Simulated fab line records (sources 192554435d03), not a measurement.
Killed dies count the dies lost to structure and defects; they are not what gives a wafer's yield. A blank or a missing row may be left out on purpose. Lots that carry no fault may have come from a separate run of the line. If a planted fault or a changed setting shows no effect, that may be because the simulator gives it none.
fab line records / flow n5Finfet / part 2 of 2: steps 19 to 23 of 23
[record] lots = 5 wafers = 15 lastDay = 17
route steps=1938 shown FIN_CUT@154
lots that met no fault: from a run of the same line without faults
startH: the number of hours between the record's first day and the start of the first shown wafer of the lot / waitH: time in hours since the lot's previous step / " repeats the value in the row above / L1.1+2: a row that stands for several wafers / - no value, or no start given / * or withheld: withheld / < > ~ a bound
route shown NAME@n: NAME is a module with steps in the file, n the number in the route of the first one / usual: the fault-free wafers' mean and standard deviation / same: alike in all rows / chamber/n: place in a boat / sites: readings site by site / _std_site: how widely they spread, as a standard deviation / _edge_site: the outer-site mean with the inner-site mean subtracted / radiusMm: for every site, how far away it sits from the centre of the wafer / mask NAME#n: copy n / behind: the most recent tool/chamber to have shaped the wafer / hold: the reason the lot was held/the length of the hold in hours/how it ended / device: the transistor (n, p or np) that didn't switch / end of line: tests of these same wafers at the route's end / for a step that has no rows: nothing shown but its recipe / killed: at the first sort, the dies lost to defects and structure; wafer yield is something else / map: per-die view of a wafer (x killed, . not killed, _ where there is no die)
set.NAME: the setting as run; set.NAME@STEP: as run at that earlier step / model.NAME: the simulator's own value behind a step, which no gauge read
a table for each step, a row for each wafer; lots at some steps of the route
services: the hour from which a tool's chamber was out of use, counted from the record's first day as startH (under 0 if before that day), plus the number of hours and why
[[steps]]
[step N5_FIN_CUT_STRIP_24]
[recipe] chemistry = CF4 resist = SiARC powerW = 300 biasPowerW = 75 pressureMtorr = 50 cf4FlowSccm = 150 rfFrequencyHz = 6e+07
[usual] drypumpMotorCurrentA = 5.9/0.43 oesProductAu = 0.77/0.06 rfFwdPowerW = 292.7/0.84 rfVppV = 271.3/1.7 showerheadPlenumPTorr = 1.81/0.067 throttleValvePct = 13.57/0.24
lot.wafer=L077.1 tool=rieDiel-01 chamber=1 startH=45.51 waitH=0.0 drypumpMotorCurrentA=6.3 oesProductAu=0.80 rfFwdPowerW=293.1 rfHoursCounterH=113 rfVppV=272.7 showerheadPlenumPTorr=1.86 throttleValvePct=13.11
lot.wafer=L077.2 tool=rieDiel-01 chamber=0 startH=45.51 waitH=0.0 drypumpMotorCurrentA=5.5 oesProductAu=0.87 rfFwdPowerW=292.7 rfHoursCounterH=31 rfVppV=273.6 showerheadPlenumPTorr=1.92 throttleValvePct=13.56
lot.wafer=L077.4 tool=rieDiel-01 chamber=2 startH=45.51 waitH=0.0 drypumpMotorCurrentA=6.3 oesProductAu=0.76 rfFwdPowerW=293.9 rfHoursCounterH=135 rfVppV=269.4 showerheadPlenumPTorr=1.73 throttleValvePct=13.41
lot.wafer=L078.3 tool=rieDiel-01 chamber=0 startH=51.06 waitH=0.0 drypumpMotorCurrentA=5.5 oesProductAu=0.87 rfFwdPowerW=292.2 rfHoursCounterH=33 rfVppV=273.5 showerheadPlenumPTorr=1.91 throttleValvePct=13.57
lot.wafer=L078.4 tool=rieDiel-01 chamber=3 startH=51.06 waitH=0.0 drypumpMotorCurrentA=5.7 oesProductAu=0.75 rfFwdPowerW=292.1 rfHoursCounterH=160 rfVppV=272.2 showerheadPlenumPTorr=1.86 throttleValvePct=13.47
lot.wafer=L078.6 tool=rieDiel-01 chamber=0 startH=51.06 waitH=0.0 drypumpMotorCurrentA=5.5 oesProductAu=0.87 rfFwdPowerW=291.5 rfHoursCounterH=- rfVppV=274.0 showerheadPlenumPTorr=1.91 throttleValvePct=13.57
lot.wafer=L084.2 tool=rieDiel-05 chamber=2 startH=87.71 waitH=0.0 drypumpMotorCurrentA=5.6 oesProductAu=0.70 rfFwdPowerW=292.2 rfHoursCounterH=209 rfVppV=273.5 showerheadPlenumPTorr=1.84 throttleValvePct=13.75
lot.wafer=L084.5 tool=rieDiel-05 chamber=2 startH=87.71 waitH=0.0 drypumpMotorCurrentA=5.6 oesProductAu=0.69 rfFwdPowerW=291.2 rfHoursCounterH=- rfVppV=271.8 showerheadPlenumPTorr=1.84 throttleValvePct=13.74
lot.wafer=L084.6 tool=rieDiel-05 chamber=1 startH=87.71 waitH=0.0 drypumpMotorCurrentA=6.1 oesProductAu=0.72 rfFwdPowerW=291.8 rfHoursCounterH=- rfVppV=271.5 showerheadPlenumPTorr=1.72 throttleValvePct=13.42
lot.wafer=L086.2 tool=rieDiel-06 chamber=2 startH=102.78 waitH=0.0 drypumpMotorCurrentA=6.3 oesProductAu=0.73 rfFwdPowerW=293.3 rfHoursCounterH=176 rfVppV=270.8 showerheadPlenumPTorr=1.80 throttleValvePct=13.55
lot.wafer=L086.4 tool=rieDiel-06 chamber=0 startH=102.78 waitH=0.0 drypumpMotorCurrentA=4.9 oesProductAu=0.71 rfFwdPowerW=291.8 rfHoursCounterH=225 rfVppV=269.0 showerheadPlenumPTorr=1.70 throttleValvePct=14.14
lot.wafer=L086.6 tool=rieDiel-06 chamber=2 startH=102.78 waitH=0.0 drypumpMotorCurrentA=6.3 oesProductAu=0.73 rfFwdPowerW=293.2 rfHoursCounterH=- rfVppV=272.6 showerheadPlenumPTorr=1.80 throttleValvePct=13.54
lot.wafer=L095.2 tool=rieDiel-06 chamber=3 startH=153.65 waitH=0.0 drypumpMotorCurrentA=6.3 oesProductAu=0.80 rfFwdPowerW=292.7 rfHoursCounterH=79 rfVppV=272.4 showerheadPlenumPTorr=1.83 throttleValvePct=13.59
lot.wafer=L095.5 tool=rieDiel-06 chamber=1 startH=153.65 waitH=0.0 drypumpMotorCurrentA=5.8 oesProductAu=0.85 rfFwdPowerW=292.9 rfHoursCounterH=- rfVppV=272.3 showerheadPlenumPTorr=1.83 throttleValvePct=13.45
lot.wafer=L095.6 tool=rieDiel-06 chamber=2 startH=153.65 waitH=0.0 drypumpMotorCurrentA=6.4 oesProductAu=0.71 rfFwdPowerW=293.8 rfHoursCounterH=- rfVppV=270.4 showerheadPlenumPTorr=1.79 throttleValvePct=13.58
[step N5_FIN_CUT_CUT_ETCH_26]
[recipe] chemistry = CH3F/O2 target = SiNx targetDepthA = 390 maskMaterial = SOC timeS = 55.7 pressureMtorr = 30 sourceW = 395 biasW = 73 Ar_flow_sccm = 150 CH3F_flow_sccm = 30 O2_flow_sccm = 20 ionEnergyEv = 120
[usual] drypumpMotorCurrentA = 5.9/0.44 mfcArSccm = 150.0/0.44 oes_f_703_au = 0.77/0.068 oesProductAu = 0.77/0.067 rfFwdPowerW = 390.6/1.5 rfVppV = 297/5 showerheadPlenumPTorr = 2.02/0.081 throttleValvePct = 16.35/0.24
lot.wafer=L077.1 tool=rieDiel-01 chamber=1 startH=45.53 waitH=0.0 drypumpMotorCurrentA=6.3 mfcArSccm=150.6 oes_f_703_au=0.81 oesProductAu=0.83 rfFwdPowerW=392.5 rfHoursCounterH=113 rfVppV=306 showerheadPlenumPTorr=2.10 throttleValvePct=15.96
lot.wafer=L077.2 tool=rieDiel-01 chamber=0 startH=45.53 waitH=0.0 drypumpMotorCurrentA=5.4 mfcArSccm=150.2 oes_f_703_au=0.89 oesProductAu=0.89 rfFwdPowerW=390.9 rfHoursCounterH=31 rfVppV=295 showerheadPlenumPTorr=2.13 throttleValvePct=16.35
lot.wafer=L077.4 tool=rieDiel-01 chamber=2 startH=45.53 waitH=0.0 drypumpMotorCurrentA=6.4 mfcArSccm=149.3 oes_f_703_au=0.76 oesProductAu=0.76 rfFwdPowerW=390.4 rfHoursCounterH=135 rfVppV=289 showerheadPlenumPTorr=1.92 throttleValvePct=16.19
lot.wafer=L078.3 tool=rieDiel-01 chamber=0 startH=51.08 waitH=0.0 drypumpMotorCurrentA=5.5 mfcArSccm=149.6 oes_f_703_au=0.88 oesProductAu=0.88 rfFwdPowerW=387.0 rfHoursCounterH=33 rfVppV=294 showerheadPlenumPTorr=2.13 throttleValvePct=16.35
lot.wafer=L078.4 tool=rieDiel-01 chamber=3 startH=51.08 waitH=0.0 drypumpMotorCurrentA=5.7 mfcArSccm=149.4 oes_f_703_au=0.74 oesProductAu=0.74 rfFwdPowerW=392.4 rfHoursCounterH=160 rfVppV=295 showerheadPlenumPTorr=2.08 throttleValvePct=16.27
lot.wafer=L078.6 tool=rieDiel-01 chamber=0 startH=51.08 waitH=0.0 drypumpMotorCurrentA=5.5 mfcArSccm=150.0 oes_f_703_au=0.89 oesProductAu=0.88 rfFwdPowerW=389.1 rfHoursCounterH=- rfVppV=296 showerheadPlenumPTorr=2.13 throttleValvePct=16.35
lot.wafer=L084.2 tool=rieDiel-05 chamber=2 startH=87.73 waitH=0.0 drypumpMotorCurrentA=5.6 mfcArSccm=150.2 oes_f_703_au=0.68 oesProductAu=0.69 rfFwdPowerW=391.5 rfHoursCounterH=209 rfVppV=306 showerheadPlenumPTorr=2.06 throttleValvePct=16.53
lot.wafer=L084.5 tool=rieDiel-05 chamber=2 startH=87.73 waitH=0.0 drypumpMotorCurrentA=5.6 mfcArSccm=149.7 oes_f_703_au=0.68 oesProductAu=0.70 rfFwdPowerW=391.6 rfHoursCounterH=- rfVppV=307 showerheadPlenumPTorr=2.06 throttleValvePct=16.52
lot.wafer=L084.6 tool=rieDiel-05 chamber=1 startH=87.73 waitH=0.0 drypumpMotorCurrentA=6.1 mfcArSccm=150.4 oes_f_703_au=0.74 oesProductAu=0.72 rfFwdPowerW=390.7 rfHoursCounterH=- rfVppV=293 showerheadPlenumPTorr=1.91 throttleValvePct=16.10
lot.wafer=L086.2 tool=rieDiel-06 chamber=2 startH=102.80 waitH=0.0 drypumpMotorCurrentA=6.3 mfcArSccm=150.4 oes_f_703_au=0.71 oesProductAu=0.72 rfFwdPowerW=391.9 rfHoursCounterH=176 rfVppV=297 showerheadPlenumPTorr=1.99 throttleValvePct=16.28
lot.wafer=L086.4 tool=rieDiel-06 chamber=0 startH=102.80 waitH=0.0 drypumpMotorCurrentA=4.9 mfcArSccm=150.6 oes_f_703_au=0.69 oesProductAu=0.69 rfFwdPowerW=390.5 rfHoursCounterH=225 rfVppV=294 showerheadPlenumPTorr=1.90 throttleValvePct=16.94
lot.wafer=L086.6 tool=rieDiel-06 chamber=2 startH=102.80 waitH=0.0 drypumpMotorCurrentA=6.4 mfcArSccm=150.4 oes_f_703_au=0.71 oesProductAu=0.72 rfFwdPowerW=391.4 rfHoursCounterH=- rfVppV=297 showerheadPlenumPTorr=1.99 throttleValvePct=16.27
lot.wafer=L095.2 tool=rieDiel-06 chamber=3 startH=153.67 waitH=0.0 drypumpMotorCurrentA=6.3 mfcArSccm=149.4 oes_f_703_au=0.81 oesProductAu=0.81 rfFwdPowerW=393.0 rfHoursCounterH=80 rfVppV=295 showerheadPlenumPTorr=2.03 throttleValvePct=16.33
lot.wafer=L095.5 tool=rieDiel-06 chamber=1 startH=153.67 waitH=0.0 drypumpMotorCurrentA=5.8 mfcArSccm=149.8 oes_f_703_au=0.87 oesProductAu=0.87 rfFwdPowerW=390.2 rfHoursCounterH=- rfVppV=299 showerheadPlenumPTorr=2.05 throttleValvePct=16.30
lot.wafer=L095.6 tool=rieDiel-06 chamber=2 startH=153.67 waitH=0.0 drypumpMotorCurrentA=6.3 mfcArSccm=149.3 oes_f_703_au=0.69 oesProductAu=0.71 rfFwdPowerW=390.6 rfHoursCounterH=- rfVppV=297 showerheadPlenumPTorr=1.99 throttleValvePct=16.29
[step N5_FIN_CUT_CUT_ETCH_27]
[recipe] chemistry = CHF3/O2 target = SiO2 targetDepthA = 40 maskMaterial = SOC overetchA = 20 timeS = 4.9 pressureMtorr = 30 sourceW = 650 biasW = 170 Ar_flow_sccm = 200 CHF3_flow_sccm = 50 O2_flow_sccm = 5 ionEnergyEv = 200
[usual] drypumpMotorCurrentA = 5.9/0.44 mfcArSccm = 200.0/0.67 oes_f_703_au = 0.77/0.067 oesProductAu = 0.61/0.048 rfFwdPowerW = 643.4/2.7 rfVppV = 524/8.7 showerheadPlenumPTorr = 2.43/0.093 throttleValvePct = 18.82/0.25
lot.wafer=L077.1 tool=rieDiel-01 chamber=1 startH=45.58 waitH=0.0 drypumpMotorCurrentA=6.3 mfcArSccm=201.2 oes_f_703_au=0.81 oesProductAu=0.64 rfFwdPowerW=644.5 rfHoursCounterH=113 rfVppV=542 showerheadPlenumPTorr=2.53 throttleValvePct=18.40
lot.wafer=L077.2 tool=rieDiel-01 chamber=0 startH=45.58 waitH=0.0 drypumpMotorCurrentA=5.5 mfcArSccm=200.9 oes_f_703_au=0.88 oesProductAu=0.69 rfFwdPowerW=644.2 rfHoursCounterH=31 rfVppV=520 showerheadPlenumPTorr=2.56 throttleValvePct=18.86
lot.wafer=L077.4 tool=rieDiel-01 chamber=2 startH=45.58 waitH=0.0 drypumpMotorCurrentA=6.3 mfcArSccm=198.9 oes_f_703_au=0.76 oesProductAu=0.61 rfFwdPowerW=644.5 rfHoursCounterH=135 rfVppV=511 showerheadPlenumPTorr=2.32 throttleValvePct=18.64
lot.wafer=L078.3 tool=rieDiel-01 chamber=0 startH=51.13 waitH=0.0 drypumpMotorCurrentA=5.5 mfcArSccm=200.9 oes_f_703_au=0.88 oesProductAu=0.70 rfFwdPowerW=640.9 rfHoursCounterH=33 rfVppV=520 showerheadPlenumPTorr=2.56 throttleValvePct=18.87
lot.wafer=L078.4 tool=rieDiel-01 chamber=3 startH=51.13 waitH=0.0 drypumpMotorCurrentA=5.7 mfcArSccm=200.3 oes_f_703_au=0.75 oesProductAu=0.60 rfFwdPowerW=644.5 rfHoursCounterH=160 rfVppV=520 showerheadPlenumPTorr=2.50 throttleValvePct=18.73
lot.wafer=L078.6 tool=rieDiel-01 chamber=0 startH=51.13 waitH=0.0 drypumpMotorCurrentA=5.4 mfcArSccm=200.1 oes_f_703_au=0.88 oesProductAu=0.69 rfFwdPowerW=642.0 rfHoursCounterH=- rfVppV=519 showerheadPlenumPTorr=2.56 throttleValvePct=18.85
lot.wafer=L084.2 tool=rieDiel-05 chamber=2 startH=87.77 waitH=0.0 drypumpMotorCurrentA=5.6 mfcArSccm=200.5 oes_f_703_au=0.69 oesProductAu=0.55 rfFwdPowerW=644.5 rfHoursCounterH=209 rfVppV=540 showerheadPlenumPTorr=2.48 throttleValvePct=18.99
lot.wafer=L084.5 tool=rieDiel-05 chamber=2 startH=87.77 waitH=0.0 drypumpMotorCurrentA=5.6 mfcArSccm=200.9 oes_f_703_au=0.68 oesProductAu=0.55 rfFwdPowerW=644.5 rfHoursCounterH=- rfVppV=537 showerheadPlenumPTorr=2.48 throttleValvePct=18.98
lot.wafer=L084.6 tool=rieDiel-05 chamber=1 startH=87.77 waitH=0.0 drypumpMotorCurrentA=6.1 mfcArSccm=200.4 oes_f_703_au=0.73 oesProductAu=0.57 rfFwdPowerW=642.9 rfHoursCounterH=- rfVppV=519 showerheadPlenumPTorr=2.31 throttleValvePct=18.54
lot.wafer=L086.2 tool=rieDiel-06 chamber=2 startH=102.85 waitH=0.0 drypumpMotorCurrentA=6.3 mfcArSccm=200.3 oes_f_703_au=0.72 oesProductAu=0.59 rfFwdPowerW=642.0 rfHoursCounterH=176 rfVppV=525 showerheadPlenumPTorr=2.40 throttleValvePct=18.70
lot.wafer=L086.4 tool=rieDiel-06 chamber=0 startH=102.85 waitH=0.0 drypumpMotorCurrentA=4.9 mfcArSccm=199.2 oes_f_703_au=0.69 oesProductAu=0.56 rfFwdPowerW=640.5 rfHoursCounterH=225 rfVppV=519 showerheadPlenumPTorr=2.30 throttleValvePct=19.44
lot.wafer=L086.6 tool=rieDiel-06 chamber=2 startH=102.85 waitH=0.0 drypumpMotorCurrentA=6.3 mfcArSccm=199.5 oes_f_703_au=0.72 oesProductAu=0.59 rfFwdPowerW=644.6 rfHoursCounterH=- rfVppV=524 showerheadPlenumPTorr=2.40 throttleValvePct=18.72
lot.wafer=L095.2 tool=rieDiel-06 chamber=3 startH=153.71 waitH=0.0 drypumpMotorCurrentA=6.3 mfcArSccm=200.6 oes_f_703_au=0.81 oesProductAu=0.64 rfFwdPowerW=646.5 rfHoursCounterH=80 rfVppV=521 showerheadPlenumPTorr=2.44 throttleValvePct=18.82
lot.wafer=L095.5 tool=rieDiel-06 chamber=1 startH=153.71 waitH=0.0 drypumpMotorCurrentA=5.9 mfcArSccm=200.4 oes_f_703_au=0.87 oesProductAu=0.69 rfFwdPowerW=645.3 rfHoursCounterH=- rfVppV=524 showerheadPlenumPTorr=2.47 throttleValvePct=18.78
lot.wafer=L095.6 tool=rieDiel-06 chamber=2 startH=153.71 waitH=0.0 drypumpMotorCurrentA=6.4 mfcArSccm=200.3 oes_f_703_au=0.71 oesProductAu=0.58 rfFwdPowerW=642.7 rfHoursCounterH=- rfVppV=523 showerheadPlenumPTorr=2.39 throttleValvePct=18.73
[step N5_FIN_CUT_PRECLEAN_35]
[recipe] timeS = 13.3 tempC = 45 pressureTorr = 125 pHfTorr = 3 pCoreactantTorr = 25 chemistry = vHF
[usual] drypumpMotorCurrentA = 5.6/0.51 pressureTorr = 125.02/0.26 tempC = 45.00/0.11
lot.wafer=L077.1 tool=vaporEtch-02 chamber=0 startH=45.65 waitH=0.0 drypumpMotorCurrentA=6.0 pressureTorr=124.86 tempC=44.99
lot.wafer=L077.2 tool=vaporEtch-02 chamber=1 startH=45.65 waitH=0.0 drypumpMotorCurrentA=6.3 pressureTorr=125.05 tempC=45.00
lot.wafer=L077.4 tool=vaporEtch-02 chamber=0 startH=45.65 waitH=0.0 drypumpMotorCurrentA=6.0 pressureTorr=125.44 tempC=45.17
lot.wafer=L078.3 tool=vaporEtch-01 chamber=1 startH=51.22 waitH=0.1 drypumpMotorCurrentA=5.5 pressureTorr=125.00 tempC=44.84
lot.wafer=L078.4 tool=vaporEtch-01 chamber=0 startH=51.22 waitH=0.1 drypumpMotorCurrentA=4.9 pressureTorr=125.07 tempC=45.11
lot.wafer=L078.6 tool=vaporEtch-01 chamber=0 startH=51.22 waitH=0.1 drypumpMotorCurrentA=5.0 pressureTorr=125.23 tempC=44.88
lot.wafer=L084.2 tool=vaporEtch-01 chamber=0 startH=87.84 waitH=0.0 drypumpMotorCurrentA=4.9 pressureTorr=125.34 tempC=44.81
lot.wafer=L084.5 tool=vaporEtch-01 chamber=0 startH=87.84 waitH=0.0 drypumpMotorCurrentA=4.9 pressureTorr=125.33 tempC=44.77
lot.wafer=L084.6 tool=vaporEtch-01 chamber=1 startH=87.84 waitH=0.0 drypumpMotorCurrentA=5.5 pressureTorr=125.00 tempC=44.95
lot.wafer=L086.2 tool=vaporEtch-02 chamber=0 startH=102.92 waitH=0.0 drypumpMotorCurrentA=6.0 pressureTorr=125.12 tempC=44.92
lot.wafer=L086.4 tool=vaporEtch-02 chamber=0 startH=102.92 waitH=0.0 drypumpMotorCurrentA=6.0 pressureTorr=125.27 tempC=44.99
lot.wafer=L086.6 tool=vaporEtch-02 chamber=1 startH=102.92 waitH=0.0 drypumpMotorCurrentA=6.3 pressureTorr=124.87 tempC=44.88
lot.wafer=L095.2 tool=vaporEtch-01 chamber=0 startH=153.91 waitH=0.2 drypumpMotorCurrentA=4.9 pressureTorr=125.01 tempC=45.06
lot.wafer=L095.5 tool=vaporEtch-01 chamber=0 startH=153.91 waitH=0.2 drypumpMotorCurrentA=4.9 pressureTorr=124.79 tempC=45.04
lot.wafer=L095.6 tool=vaporEtch-01 chamber=1 startH=153.91 waitH=0.2 drypumpMotorCurrentA=5.5 pressureTorr=124.38 tempC=45.18
[step N5_FIN_CUT_CUT_ETCH_15]
[recipe] chemistry = HBr/Cl2/O2 target = Si targetDepthA = 1000 btTimeS = 10 maskMaterial = SOC timeS = 42.4 ionEnergyEv = * biasW = * pressureMtorr = 10 icpW = 800 HBr_flow_sccm = 150 Cl2_flow_sccm = 80 O2_flow_sccm = 12
[usual] drypumpMotorCurrentA = 5.5/0.48 oesProductAu = 1.003/0.016 rfFwdPowerW = * throttleValvePct = 37.2/0.34
lot.wafer=L077.1 tool=rieSi-01 chamber=1 startH=45.73 waitH=0.1 drypumpMotorCurrentA=5.8 oesProductAu=0.989 rfFwdPowerW=* rfHoursCounterH=83 throttleValvePct=38.0
lot.wafer=L077.2 tool=rieSi-01 chamber=3 startH=45.73 waitH=0.1 drypumpMotorCurrentA=6.3 oesProductAu=1.019 rfFwdPowerW=* rfHoursCounterH=57 throttleValvePct=36.8
lot.wafer=L077.4 tool=rieSi-01 chamber=0 startH=45.73 waitH=0.1 drypumpMotorCurrentA=5.7 oesProductAu=1.021 rfFwdPowerW=* rfHoursCounterH=127 throttleValvePct=37.3
lot.wafer=L078.3 tool=rieSi-05 chamber=2 startH=51.28 waitH=0.0 drypumpMotorCurrentA=5.1 oesProductAu=0.993 rfFwdPowerW=* rfHoursCounterH=127 throttleValvePct=37.4
lot.wafer=L078.4 tool=rieSi-05 chamber=1 startH=51.28 waitH=0.0 drypumpMotorCurrentA=6.3 oesProductAu=1.019 rfFwdPowerW=* rfHoursCounterH=41 throttleValvePct=37.1
lot.wafer=L078.6 tool=rieSi-05 chamber=1 startH=51.28 waitH=0.0 drypumpMotorCurrentA=6.3 oesProductAu=1.011 rfFwdPowerW=* rfHoursCounterH=- throttleValvePct=37.1
lot.wafer=L084.2 tool=rieSi-04 chamber=2 startH=87.92 waitH=0.1 drypumpMotorCurrentA=5.0 oesProductAu=1.014 rfFwdPowerW=* rfHoursCounterH=6 throttleValvePct=36.8
lot.wafer=L084.5 tool=rieSi-04 chamber=2 startH=87.92 waitH=0.1 drypumpMotorCurrentA=5.0 oesProductAu=1.017 rfFwdPowerW=* rfHoursCounterH=- throttleValvePct=36.8
lot.wafer=L084.6 tool=rieSi-04 chamber=3 startH=87.92 waitH=0.1 drypumpMotorCurrentA=5.1 oesProductAu=1.023 rfFwdPowerW=* rfHoursCounterH=- throttleValvePct=37.4
lot.wafer=L086.2 tool=rieSi-01 chamber=3 startH=103.00 waitH=0.1 drypumpMotorCurrentA=6.4 oesProductAu=1.019 rfFwdPowerW=* rfHoursCounterH=58 throttleValvePct=36.8
lot.wafer=L086.4 tool=rieSi-01 chamber=1 startH=103.00 waitH=0.1 drypumpMotorCurrentA=5.8 oesProductAu=0.983 rfFwdPowerW=* rfHoursCounterH=84 throttleValvePct=38.0
lot.wafer=L086.6 tool=rieSi-01 chamber=1 startH=103.00 waitH=0.1 drypumpMotorCurrentA=5.8 oesProductAu=0.986 rfFwdPowerW=* rfHoursCounterH=- throttleValvePct=38.0
lot.wafer=L095.2 tool=rieSi-04 chamber=3 startH=153.99 waitH=0.1 drypumpMotorCurrentA=5.1 oesProductAu=1.021 rfFwdPowerW=* rfHoursCounterH=74 throttleValvePct=37.4
lot.wafer=L095.5 tool=rieSi-04 chamber=0 startH=153.99 waitH=0.1 drypumpMotorCurrentA=5.7 oesProductAu=1.002 rfFwdPowerW=* rfHoursCounterH=- throttleValvePct=37.2
lot.wafer=L095.6 tool=rieSi-04 chamber=1 startH=153.99 waitH=0.1 drypumpMotorCurrentA=4.9 oesProductAu=0.984 rfFwdPowerW=* rfHoursCounterH=- throttleValvePct=37.6
[[services]]
tool=rieSi-05 chamber=- startH=21.03 hours=15.6 kind=pm
tool=euvScanner-02 chamber=- startH=25.89 hours=1.0 kind=pm
tool=euvScanner-01 chamber=- startH=27.13 hours=0.2 kind=repair
tool=rieDiel-06 chamber=3 startH=29.32 hours=3.4 kind=repair
tool=vaporEtch-01 chamber=- startH=29.98 hours=0.2 kind=repair
tool=rieSi-04 chamber=1 startH=34.89 hours=4.4 kind=repair
tool=rieDiel-06 chamber=3 startH=35.01 hours=4.2 kind=repair
tool=euvScanner-01 chamber=- startH=37.80 hours=1.0 kind=pm
tool=rieSi-04 chamber=- startH=43.06 hours=14.6 kind=pm
tool=euvScanner-02 chamber=- startH=53.10 hours=1.2 kind=repair
tool=euvScanner-02 chamber=- startH=82.04 hours=1.0 kind=pm
tool=rieSi-01 chamber=- startH=82.98 hours=15.6 kind=pm
tool=rieDiel-06 chamber=3 startH=91.32 hours=4.9 kind=repair
tool=euvScanner-01 chamber=- startH=93.95 hours=1.0 kind=pm
tool=euvScanner-02 chamber=- startH=95.06 hours=4.6 kind=pm
tool=rieSi-05 chamber=0 startH=124.86 hours=0.9 kind=repair
tool=rieDiel-06 chamber=2 startH=124.88 hours=3.2 kind=repair
tool=euvScanner-01 chamber=- startH=126.82 hours=4.6 kind=pm
tool=euvScanner-02 chamber=- startH=138.19 hours=1.0 kind=pm
tool=euvScanner-01 chamber=- startH=150.10 hours=1.0 kind=pm
